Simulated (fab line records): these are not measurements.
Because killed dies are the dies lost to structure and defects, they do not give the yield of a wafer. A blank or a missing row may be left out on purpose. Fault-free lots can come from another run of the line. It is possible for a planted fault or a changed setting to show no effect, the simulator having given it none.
Matching of chambers -- flow n5 finfet -- rie diel-06 running N5_BEOL_M15_ETCH_59: 4 sister chambers
The step etches BARC in N2/H2, target depth 89 nm, overetch 26.7 nm, time 67.9 s. 4 wafers are shown with their chamber, then 8 later ones without.

## WAFERS, EACH WITH ITS CHAMBER
wafer,chamber,throttle valve pct (%)
L081.3,0,18.1
L081.4,2,18.3
L081.6,3,17.5
L088.2,1,17.8

## WAFERS WITH NO CHAMBER GIVEN
wafer,throttle valve pct (%)
L088.5,17.5
L088.6,18.4
L089.1,17.8
L089.4,18.4
L089.6,18.1
L097.3,18.1
L097.5,17.8
L097.6,18.1

## WHICH CHAMBER EACH ONE RAN IN
wafer,from the rows above,in truth
L088.5,3,3
L088.6,2,2
L089.1,1,1
L089.4,2,2
L089.6,0,0
L097.3,0,0
L097.5,1,1
L097.6,0,0
Correct placement for 8 of the 8. Not placeable from these rows: 0. Wrongly placed: 0.
How it was worked out, from the rows above alone: a wafer's distance from a chamber is the root of the sum, over the readings, of the square of ((its reading less the chamber's mean) divided by the reading's scatter). If the next closest chamber is less than 2 further off than the closest, the wafer can't be placed; otherwise it belongs to the closest. A chamber's mean is the mean of its shown wafers. The scatter (one wafer shown for each chamber): square how far every hidden wafer sits from the nearest shown wafer, average those squares and take the square root.
